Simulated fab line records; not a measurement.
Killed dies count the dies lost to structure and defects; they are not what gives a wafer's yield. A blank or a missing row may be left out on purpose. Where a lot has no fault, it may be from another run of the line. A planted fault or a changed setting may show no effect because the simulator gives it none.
Matching of chambers    flow n5_finfet    N5_BEOL_M10_ALD_74 on ald_metal-01 has 4 sister chambers
The step deposits TaN, target thk 2 nm, pulse time 2 s, purge time 3 s. 4 wafers are shown with their chamber, then 8 later ones without.

## WAFERS PAIRED WITH THEIR CHAMBERS
wafer   chamber  heater_power_w (W)
L081.3  0        411
L084.3  2        371
L084.5  1        438
L088.1  3        467

## WAFERS MISSING THEIR CHAMBER
wafer   heater_power_w (W)
L088.2  429
L088.4  418
L091.1  367
L091.2  477
L091.4  444
L096.1  468
L096.2  439
L096.4  380

## THE CHAMBER EACH PASSED THROUGH
wafer   from the rows above      in truth
L088.2  can't be placed: 1 or 0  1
L088.4  can't be placed: 0 or 1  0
L091.1  2                        2
L091.2  3                        3
L091.4  1                        1
L096.1  3                        3
L096.2  1                        1
L096.4  2                        2
Correct placement for 6 of the 8. Cannot be placed on the basis of these rows: 2; the candidates contain the true chamber in 2. 0 placed wrongly.
How it was worked out, from the rows above alone: a wafer's distance from a chamber is the root of the sum, over the readings, of the square of ((its reading less the chamber's mean) divided by the reading's scatter). The wafer belongs to the nearest chamber; if the next one is less than 2 further off, it can't be placed. The mean given for a chamber averages the wafers shown for that chamber. The scatter (one wafer shown for each chamber): square how far every hidden wafer sits from the nearest shown wafer, average those squares and take the square root.
